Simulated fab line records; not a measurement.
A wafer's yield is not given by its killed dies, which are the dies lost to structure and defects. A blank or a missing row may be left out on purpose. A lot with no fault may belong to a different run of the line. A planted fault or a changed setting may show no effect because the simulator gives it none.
fab line records	flow nand_harc
[record] lots = 6	wafers = 18	last_day = 30
route steps=1302 shown A_DECK1_JOINT@537 A_ONON_D2@545 END@1302
lots that met no fault: from a run of the same line without faults
start_h: hours from the record's first day to the start of the lot's first wafer shown	wait_h: how many hours have passed since the lot's step before this one	" repeats the value in the row above	L1.1+2: one row covering several wafers at once	- value missing, or start not given	* or withheld: withheld	< > ~ a bound
route shown NAME@n: a module of which the file shows steps, and the number in the route of the first	usual: mean/standard deviation taken from wafers without a fault	same: alike in all rows	chamber/n: place in a boat	sites: each site's reading	_std_site: standard deviation of those values	_edge_site: mean of outer sites minus mean of inner sites	radius_mm: for every site, how far away it sits from the centre of the wafer	mask NAME#n: copy n	behind: the last tool/chamber to shape the wafer	hold: the reason the lot was held/the length of the hold in hours/how it ended	device: transistor that didn't switch, given as n, p or np	end of line: tests run on the same wafers once the route is complete	step lacking rows: just its recipe	killed: dies that structure and defects cost at the first sort, which is not the same as the wafer's yield	map: a wafer's dies, x killed, . not, _ none there
set.NAME: the setting that was run; set.NAME@STEP: the one run at that earlier step	model.NAME: the simulator's own value behind a step, which no gauge read
lots seen at some steps along the route; tables by step, rows by wafer
services: a tool's chamber out of use, with start hour (start_h, from the record's first day; less than 0 if before it), hours out, and reason
[[steps]]
[step NHARC_A_DECK1_JOINT_ANNEAL_28]
[recipe] temp_c = 500	time_s = 1800	idle_temp_c = 400	ramp_up_c_per_min = 10	densification_p_h2o_torr = 640
[step NHARC_A_DECK1_JOINT_ANNEAL_29]
[recipe] temp_c = 750	time_s = 1800	idle_temp_c = 500	ramp_up_c_per_min = 10	ramp_down_c_per_min = 3
[step NHARC_A_DECK1_JOINT_CMP_02]
[recipe] material = SiOx
[usual] motor_current_A = 11.8/0.89
lot.wafer	tool	chamber	start_h	wait_h	motor_current_A
L148.1	cmp-02	0	273.12	0.4	13.5
L148.4	"	2	"	"	10.7
L148.6	"	1	"	"	12.1
L153.3	cmp-02	3	322.00	0.4	11.3
L153.1	"	0	"	"	13.9
L153.4	"	1	"	"	12.4
L158.1	cmp-02	1	366.57	0.4	12.7
L158.2	"	2	"	"	11.1
L158.5	"	1	"	"	12.9
L157.1	cmp-03	0	366.60	0.4	12.3
L157.6	"	3	"	"	11.2
L157.5	"	0	"	"	12.3
L164.3	cmp-03	3	435.44	0.4	11.2
L164.1	"	0	"	"	12.0
L164.2	"	1	"	"	10.8
L165.1	cmp-01	3	441.42	0.4	12.0
L165.2	"	1	"	"	10.7
L165.6	"	0	"	"	12.2
[step NHARC_A_DECK1_JOINT_SRD_15]
[step NHARC_A_DECK1_JOINT_DEP_16]
[recipe] target_thk_a = 450	temp_c = 400	pressure_torr = 6.5	rf_w = 900	teos_flow_sccm = 161.4	flow_sccm = 2650	target_thk_nm = 45	gas = O2	material = SiO2
[usual] heater_power_outer_w = 336/48	heater_power_w = 623/90	throttle_valve_pct = 16.3/0.48
lot.wafer	tool	chamber	start_h	wait_h	heater_power_outer_w	heater_power_w	since_wet_clean_h	throttle_valve_pct
L148.1	pecvd-01	2	273.51	0.1	288	557	130	16.2
L148.4	"	2	"	"	291	550	-	16.2
L148.6	"	0	"	"	266	507	-	15.8
L153.1	pecvd-02	1	322.40	0.1	461	780	82	16.6
L153.3	"	0	"	"	290	645	82	17.1
L153.4	"	0	"	"	297	632	-	16.8
L158.1	pecvd-02	1	366.96	0.1	387	701	127	16.5
L158.2	"	2	"	"	300	527	127	16.1
L158.5	"	0	"	"	377	757	-	17.5
L157.1	pecvd-01	1	367.02	0.1	361	637	42	15.8
L157.6	"	2	"	"	383	665	-	16.0
L157.5	"	0	"	"	263	487	-	15.8
L164.1	pecvd-02	0	435.82	0.1	323	708	15	16.9
L164.2	"	1	"	"	341	603	15	17.0
L164.3	"	2	"	"	283	496	15	16.2
L165.1	pecvd-01	0	441.81	0.1	344	604	117	16.3
L165.2	"	1	"	"	301	542	117	15.9
L165.6	"	0	"	"	341	599	-	16.1
[step NHARC_A_DECK1_JOINT_THK_MEAS_17]
[recipe] thk_meas_gauge = ellipsometry
[usual] thk_nm = 45.1/1.3
lot.wafer	tool	chamber	start_h	wait_h	thk_nm
L148.1	film_metro-02	-	273.79	0.3	44.0
L148.4	"	-	"	"	46.8
L148.6	"	-	"	"	46.5
L153.1	film_metro-02	-	322.68	0.3	43.4
L153.3	"	-	"	"	45.7
L153.4	"	-	"	"	46.7
L157.1	film_metro-01	-	367.24	0.2	43.1
L157.5	"	-	"	"	43.3
L157.6	"	-	"	"	43.5
L158.1	film_metro-02	-	367.25	0.3	43.6
L158.2	"	-	"	"	46.8
L158.5	"	-	"	"	47.1
L164.1	film_metro-02	-	436.11	0.3	43.3
L164.2	"	-	"	"	44.1
L164.3	"	-	"	"	46.3
L165.1	film_metro-02	-	442.18	0.3	43.0
L165.2	"	-	"	"	45.1
L165.6	"	-	"	"	47.8
[step NHARC_A_DECK1_JOINT_INSPECT_05]
[usual] raw_defect_count = 291/100
lot.wafer	tool	chamber	start_h	wait_h	raw_defect_count
L148.1	defect_inspect-02	-	273.83	0.0	257
L148.4	"	-	"	"	186
L148.6	"	-	"	"	177
L153.1	defect_inspect-02	-	322.72	0.0	170
L153.3	"	-	"	"	280
L153.4	"	-	"	"	229
L157.1	defect_inspect-01	-	367.28	0.0	243
L157.5	"	-	"	"	424
L157.6	"	-	"	"	319
L158.1	defect_inspect-02	-	367.28	0.0	196
L158.2	"	-	"	"	227
L158.5	"	-	"	"	188
L164.1	defect_inspect-02	-	436.14	0.0	332
L164.2	"	-	"	"	298
L164.3	"	-	"	"	206
L165.1	defect_inspect-02	-	442.21	0.0	185
L165.2	"	-	"	"	268
L165.6	"	-	"	"	404
[step NHARC_A_ONON_D2_DEP_00]
[recipe] target_thk_a = 10000	n2_flow_sccm = 2750	n2o_flow_sccm = 2000	nh3_flow_sccm = 500	sih4_flow_sccm = 210	temp_c = 400
[step NHARC_A_ONON_D2_THK_MEAS_02]
[recipe] thk_meas_gauge = ellipsometry
[usual] thk_nm = 1001/11
lot.wafer	tool	chamber	start_h	wait_h	thk_nm
L148.1	film_metro-02	-	274.41	-	1004
L148.4	"	-	"	"	1003
L148.6	"	-	"	"	1004
L153.1	film_metro-01	-	323.30	-	1001
L153.3	"	-	"	"	1001
L153.4	"	-	"	"	1002
L157.1	film_metro-02	-	367.85	-	995
L157.5	"	-	"	"	994
L157.6	"	-	"	"	997
L158.1	film_metro-01	-	367.86	-	1003
L158.2	"	-	"	"	1004
L158.5	"	-	"	"	1005
L164.1	film_metro-01	-	436.71	-	1010
L164.2	"	-	"	"	1011
L164.3	"	-	"	"	1010
L165.1	film_metro-02	-	442.79	-	985
L165.2	"	-	"	"	987
L165.6	"	-	"	"	983
[step NHARC_A_ONON_D2_DEP_03]
[recipe] target_thk_a = 10000	n2_flow_sccm = 2750	n2o_flow_sccm = 2000	nh3_flow_sccm = 500	sih4_flow_sccm = 210	temp_c = 400
[step NHARC_A_ONON_D2_THK_MEAS_05]
[recipe] thk_meas_gauge = ellipsometry
[usual] thk_nm = 1000/9.7
lot.wafer	tool	chamber	start_h	wait_h	thk_nm
L148.1	film_metro-01	-	274.98	-	1006
L148.4	"	-	"	"	1006
L148.6	"	-	"	"	1006
L153.1	film_metro-02	-	323.86	-	989
L153.3	"	-	"	"	988
L153.4	"	-	"	"	989
L157.1	film_metro-02	-	368.42	-	995
L157.5	"	-	"	"	996
L157.6	"	-	"	"	997
L158.1	film_metro-01	-	368.43	-	997
L158.2	"	-	"	"	996
L158.5	"	-	"	"	997
L164.1	film_metro-01	-	437.27	-	1014
L164.2	"	-	"	"	1015
L164.3	"	-	"	"	1016
L165.1	film_metro-01	-	443.35	-	990
L165.2	"	-	"	"	988
L165.6	"	-	"	"	987
[step NHARC_A_ONON_D2_DEP_06]
[recipe] target_thk_a = 10000	n2_flow_sccm = 2750	n2o_flow_sccm = 2000	nh3_flow_sccm = 500	sih4_flow_sccm = 210	temp_c = 400
[usual] sih4_flow_sccm = 210.0/0.71
lot.wafer	tool	chamber	start_h	wait_h	sih4_flow_sccm
L148.1	pecvd_onon-03	0	275.03	0.1	209.4
L148.4	"	0	"	"	210.3
L148.6	"	0	"	"	210.6
L153.1	pecvd_onon-01	0	323.92	0.1	210.6
L153.3	"	0	"	"	210.9
L153.4	"	0	"	"	209.8
L157.1	pecvd_onon-04	0	368.47	0.1	210.0
L157.5	"	0	"	"	210.7
L157.6	"	0	"	"	210.4
L158.1	pecvd_onon-03	0	368.49	0.1	208.5
L158.2	"	0	"	"	209.3
L158.5	"	0	"	"	208.8
L164.1	pecvd_onon-01	0	437.33	0.1	208.7
L164.2	"	0	"	"	209.6
L164.3	"	0	"	"	209.1
L165.1	pecvd_onon-01	0	443.41	0.1	210.3
L165.2	"	0	"	"	210.1
L165.6	"	0	"	"	210.3
[step NHARC_A_ONON_D2_THK_MEAS_08]
[recipe] thk_meas_gauge = ellipsometry
[usual] thk_nm = 1002/8.9
lot.wafer	tool	chamber	start_h	wait_h	thk_nm
L148.1	film_metro-01	-	275.55	-	996
L148.4	"	-	"	"	995
L148.6	"	-	"	"	996
L153.1	film_metro-01	-	324.43	-	994
L153.3	"	-	"	"	992
L153.4	"	-	"	"	993
L157.1	film_metro-01	-	368.98	-	981
L157.5	"	-	"	"	980
L157.6	"	-	"	"	981
L158.1	film_metro-02	-	368.99	-	996
L158.2	"	-	"	"	993
L158.5	"	-	"	"	995
L164.1	film_metro-02	-	437.84	-	559
L164.2	"	-	"	"	560
L164.3	"	-	"	"	560
L165.1	film_metro-01	-	443.92	-	565
L165.2	"	-	"	"	567
L165.6	"	-	"	"	566
[step NHARC_A_ONON_D2_DEP_09]
[recipe] target_thk_a = 10000	n2_flow_sccm = 2750	n2o_flow_sccm = 2000	nh3_flow_sccm = 500	sih4_flow_sccm = 210	temp_c = 400
[step NHARC_END_SORT_01]
[recipe] temp_c = 25
[usual] killed_at_array = 53/20	killed_at_other = 1/1.2	killed_at_periphery = 3.7/2.6	killed_dies = 58/20	killed_open = 3.5/1.8	killed_short = 2.4/1.7
[same] gross_dies = 677
lot.wafer	tool	chamber	start_h	wait_h	killed_at_array	killed_at_other	killed_at_periphery	killed_dies	killed_open	killed_short
L157.1	prober-01	0	653.37	2.5	45	1	6	52	3	3
L157.5	prober-01	0	656.54	3.7	58	3	4	65	3	2
L157.6	prober-01	0	657.34	4.0	55	3	4	62	4	5
L165.1	prober-01	0	724.12	2.5	675	1	1	677	4	2
L165.2	prober-01	0	724.93	2.8	677	0	0	677	3	3
L165.6	prober-01	0	728.14	4.0	673	1	3	677	1	2
L164.1	prober-02	0	724.14	2.5	672	3	2	677	3	3
L164.2	prober-02	0	724.93	2.8	670	2	5	677	1	0
L164.3	prober-02	0	725.73	3.1	666	3	8	677	5	4
// killed by level:class
L157.1 A_CHANNEL_HOLE_D2:chamber_film_flake=17 A_SLIT:chamber_film_flake=12 P_M2:chamber_film_flake=5 A_CHANNEL_HOLE_D1:chamber_film_flake=4 A_STAIRCASE:chamber_film_flake=3 A_CONTACT:chamber_film_flake=2 A_CHANNEL_HOLE_D2:geometric_particle:open=1 A_CHANNEL_FILL_D2:geometric_particle:open=1
L157.5 A_SLIT:chamber_film_flake=28 A_STAIRCASE:chamber_film_flake=11 A_CHANNEL_HOLE_D2:chamber_film_flake=10 A_CHANNEL_FILL_D2:chamber_film_flake=4 THIN_TSV:chamber_film_flake=3 P_M2:chamber_film_flake=2 P_CONTACT:geometric_particle:open=1 A_ONON_D2:geometric_particle:open=1
L157.6 A_SLIT:chamber_film_flake=16 A_CHANNEL_HOLE_D2:chamber_film_flake=13 A_CHANNEL_HOLE_D1:chamber_film_flake=7 A_STAIRCASE:chamber_film_flake=4 A_CHANNEL_FILL_D2:chamber_film_flake=3 THIN_TSV:chamber_film_flake=3 A_WL_FILL:chamber_film_flake=2 P_M1:geometric_particle:open=1
L165.1 A_ONON_D2:area_dep=613 A_CHANNEL_HOLE_D1:chamber_film_flake=31 A_SLIT:chamber_film_flake=18 A_ONON_D2:geometric_particle:open=2 A_WL_FILL:geometric_particle:short=2 A_STAIRCASE:chamber_film_flake=2 A_WL_FILL:chamber_film_flake=2 A_CONTACT:chamber_film_flake=2
L164.1 A_ONON_D2:area_dep=628 A_CHANNEL_HOLE_D2:chamber_film_flake=18 A_CONTACT:chamber_film_flake=9 A_CHANNEL_HOLE_D1:chamber_film_flake=7 A_SLIT:chamber_film_flake=4 THIN_TSV:chamber_film_flake=3 A_ONON_D1:geometric_particle:short=2 P_M2:geometric_particle:short=1
L165.2 A_ONON_D2:area_dep=595 A_CHANNEL_HOLE_D1:chamber_film_flake=33 A_SLIT:chamber_film_flake=33 A_CONTACT:chamber_film_flake=4 A_WL_FILL:chamber_film_flake=3 A_DECK1_JOINT:chamber_film_flake=2 A_CHANNEL_FILL_D1:geometric_particle:open=1 A_CHANNEL_HOLE_D2:geometric_particle:short=1
L164.2 A_ONON_D2:area_dep=643 A_CHANNEL_HOLE_D2:chamber_film_flake=11 A_SLIT:chamber_film_flake=6 A_CHANNEL_HOLE_D1:chamber_film_flake=4 A_CONTACT:chamber_film_flake=4 P_M1:chamber_film_flake=2 THIN_TSV:chamber_film_flake=2 A_CONTACT:geometric_particle:open=1
L164.3 A_ONON_D2:area_dep=619 A_CHANNEL_HOLE_D2:chamber_film_flake=19 A_SLIT:chamber_film_flake=8 A_CHANNEL_HOLE_D1:chamber_film_flake=5 P_M1:chamber_film_flake=3 A_CONTACT:chamber_film_flake=3 THIN_TSV:chamber_film_flake=3 A_CONTACT:geometric_particle:open=2
L165.6 A_ONON_D2:area_dep=618 A_CHANNEL_HOLE_D1:chamber_film_flake=32 A_SLIT:chamber_film_flake=15 A_CONTACT:chamber_film_flake=5 P_CONTACT:geometric_particle:short=1 P_CONTACT:geometric_particle:open=1 A_M0:geometric_particle:short=1 P_GATE:chamber_film_flake=1
// map L164.1 (x killed, . not)
____________x____________
_________xxxxxxx_________
_______xxxxxxxxxxx_______
______xxxxxxxxxxxxx______
_____xxxxxxxxxxxxxxx_____
____xxxxxxxxxxxxxxxxx____
____xxxxxxxxxxxxxxxxx____
___xxxxxxxxxxxxxxxxxxx___
___xxxxxxxxxxxxxxxxxxx___
__xxxxxxxxxxxxxxxxxxxxx__
__xxxxxxxxxxxxxxxxxxxxx__
_xxxxxxxxxxxxxxxxxxxxxxx_
_xxxxxxxxxxxxxxxxxxxxxxx_
_xxxxxxxxxxxxxxxxxxxxxxx_
_xxxxxxxxxxxxxxxxxxxxxxx_
_xxxxxxxxxxxxxxxxxxxxxxx_
xxxxxxxxxxxxxxxxxxxxxxxxx
xxxxxxxxxxxxxxxxxxxxxxxxx
xxxxxxxxxxxxxxxxxxxxxxxxx
xxxxxxxxxxxxxxxxxxxxxxxxx
xxxxxxxxxxxxxxxxxxxxxxxxx
_xxxxxxxxxxxxxxxxxxxxxxx_
_xxxxxxxxxxxxxxxxxxxxxxx_
_xxxxxxxxxxxxxxxxxxxxxxx_
_xxxxxxxxxxxxxxxxxxxxxxx_
_xxxxxxxxxxxxxxxxxxxxxxx_
__xxxxxxxxxxxxxxxxxxxxx__
__xxxxxxxxxxxxxxxxxxxxx__
___xxxxxxxxxxxxxxxxxxx___
___xxxxxxxxxxxxxxxxxxx___
____xxxxxxxxxxxxxxxxx____
____xxxxxxxxxxxxxxxxx____
_____xxxxxxxxxxxxxxx_____
______xxxxxxxxxxxxx______
_______xxxxxxxxxxx_______
_________xxxxxxx_________
____________x____________
// map L165.1 (x killed, . not)
____________x____________
_________xxxxxxx_________
_______xxxxxxxxxxx_______
______xxxxxxxxxxxxx______
_____xxxxxxxxxxxxxxx_____
____xxxxxxxxxxxxxxxxx____
____xxxxxxxxxxxxxxxxx____
___xxxxxxxxxxxxxxxxxxx___
___xxxxxxxxxxxxxxxxxxx___
__xxxxxxxxxxxxxxxxxxxxx__
__xxxxxxxxxxxxxxxxxxxxx__
_xxxxxxxxxxxxxxxxxxxxxxx_
_xxxxxxxxxxxxxxxxxxxxxxx_
_xxxxxxxxxxxxxxxxxxxxxxx_
_xxxxxxxxxxxxxxxxxxxxxxx_
_xxxxxxxxxxxxxxxxxxxxxxx_
xxxxxxxxxxxxxxxxxxxxxxxxx
xxxxxxxxxxxxxxxxxxxxxxxxx
xxxxxxxxxxxxxxxxxxxxxxxxx
xxxxxxxxxxxxxxxxxxxxxxxxx
xxxxxxxxxxxxxxxxxxxxxxxxx
_xxxxxxxxxxxxxxxxxxxxxxx_
_xxxxxxxxxxxxxxxxxxxxxxx_
_xxxxxxxxxxxxxxxxxxxxxxx_
_xxxxxxxxxxxxxxxxxxxxxxx_
_xxxxxxxxxxxxxxxxxxxxxxx_
__xxxxxxxxxxxxxxxxxxxxx__
__xxxxxxxxxxxxxxxxxxxxx__
___xxxxxxxxxxxxxxxxxxx___
___xxxxxxxxxxxxxxxxxxx___
____xxxxxxxxxxxxxxxxx____
____xxxxxxxxxxxxxxxxx____
_____xxxxxxxxxxxxxxx_____
______xxxxxxxxxxxxx______
_______xxxxxxxxxxx_______
_________xxxxxxx_________
____________x____________
[[services]]
tool	chamber	start_h	hours	kind
cmp-03	-	254.42	0.3	repair
cmp-01	-	258.55	0.8	repair
cmp-03	-	260.11	4.0	pm
cmp-02	-	266.64	2.0	repair
pecvd_onon-01	-	269.00	13.0	pm
cmp-01	-	283.52	4.0	pm
pecvd-02	-	288.22	0.7	repair
pecvd-02	0	293.24	2.4	repair
pecvd_onon-03	-	296.79	4.9	repair
pecvd_onon-04	-	311.30	13.0	pm
pecvd-01	-	311.56	13.0	pm
pecvd_onon-01	-	312.38	3.4	repair
cmp-02	-	332.72	4.0	pm
pecvd-01	1	349.43	6.8	repair
pecvd-02	-	353.08	0.7	repair
cmp-02	-	357.74	0.5	repair
cmp-03	-	358.11	4.0	pm
cmp-01	-	375.28	2.6	repair
pecvd-01	0	388.29	16.3	repair
pecvd-02	-	408.00	13.0	pm
pecvd_onon-03	-	408.00	13.0	pm
pecvd-02	-	425.61	1.2	repair
pecvd-01	2	426.75	20.4	repair
cmp-02	-	430.72	4.0	pm
[[key]]
[first_sign] step = NHARC_A_ONON_D2_THK_MEAS_08	reading = thk_nm	direction = down	sigmas = 50	usual = 1002	struck = 563
[effect] step = NHARC_END_SORT_01	reading = killed_at_array	direction = up	sigmas = 32	usual = 53	struck = 672
[more_kills_born_at] NHARC_A_ONON_D2_DEP_06@pecvd_onon-01 = 3716
met_at NHARC_A_ONON_D2_DEP_06
struck_wafers L164.1,L164.2,L164.3,L165.1,L165.2,L165.6
later_rows_left_out L164.1,L164.2,L164.3,L165.1,L165.2,L165.6
tester_left_out L164,L165
onset_between 323.92 437.33
also_fits time
[fault] kind = process_parameter_drift	tool = pecvd_onon-01	chamber = -	onset_h = 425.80	steps = NHARC_A_ONON_D2_DEP_06	channel = target_thk_a	offset = *	shape = step	end_h = 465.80	acts_in = *	stated = *
// tester_left_out: of these lots the tester's yield and bins aren't shown, on N5 and GAA mostly nor the transistor test; their killed dies are dies lost to structure and defects alone, not to doping, threshold or leakage, so they don't give the yield
// later_rows_left_out: the simulator's readings of these wafers behind a module that went badly wrong aren't trusted and aren't shown, but for the sort
